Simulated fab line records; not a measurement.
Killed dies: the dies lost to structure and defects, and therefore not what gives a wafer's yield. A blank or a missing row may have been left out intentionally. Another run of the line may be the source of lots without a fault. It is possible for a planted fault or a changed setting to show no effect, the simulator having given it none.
Chamber matching ; flow n5 finfet ; 4 sister chambers for N5_HKMG_FIN_ETCH_58 on rie diel-04
The step etches SOC in N2/H2, target depth 215.8 nm, time 741 s. 8 wafers are shown with their chamber, then 7 later ones without.

WAFERS PAIRED WITH THEIR CHAMBERS
wafer;chamber;showerhead plenum p Torr (Torr);oes product au (a.u.)
L796.1;0;2.68;0.78
L810.3;0;2.67;0.76
L810.5;3;2.44;0.75
L811.1;3;2.44;0.75
L811.3;2;2.63;0.71
L811.4;1;2.59;0.89
L816.1;2;2.62;0.69
L816.4;1;2.58;0.86

WAFERS WHOSE CHAMBER IS MISSING
wafer;showerhead plenum p Torr (Torr);oes product au (a.u.)
L816.6;2.58;0.85
L817.1;2.58;0.86
L817.3;2.44;0.73
L817.4;2.62;0.69
L818.1;2.67;0.74
L818.3;2.62;0.69
L818.5;2.62;0.69

EACH ONE'S CHAMBER
wafer;from the rows above;in truth
L816.6;1;1
L817.1;1;1
L817.3;3;3
L817.4;2;2
L818.1;0;0
L818.3;2;2
L818.5;2;2
Correctly placed: 7 of 7. Number that these rows cannot place: 0. 0 placed wrongly.
How it was worked out, from the rows above alone: a wafer's distance from a chamber is the root of the sum, over the readings, of the square of ((its reading less the chamber's mean) divided by the reading's scatter). The wafer belongs to the nearest chamber; if the next one is less than 2 further off, it can't be placed. The mean given for a chamber averages the wafers shown for that chamber. The scatter: take each reading less its chamber's mean, square it, sum over the shown wafers, divide by the number of wafers less the number of chambers, and take the root.
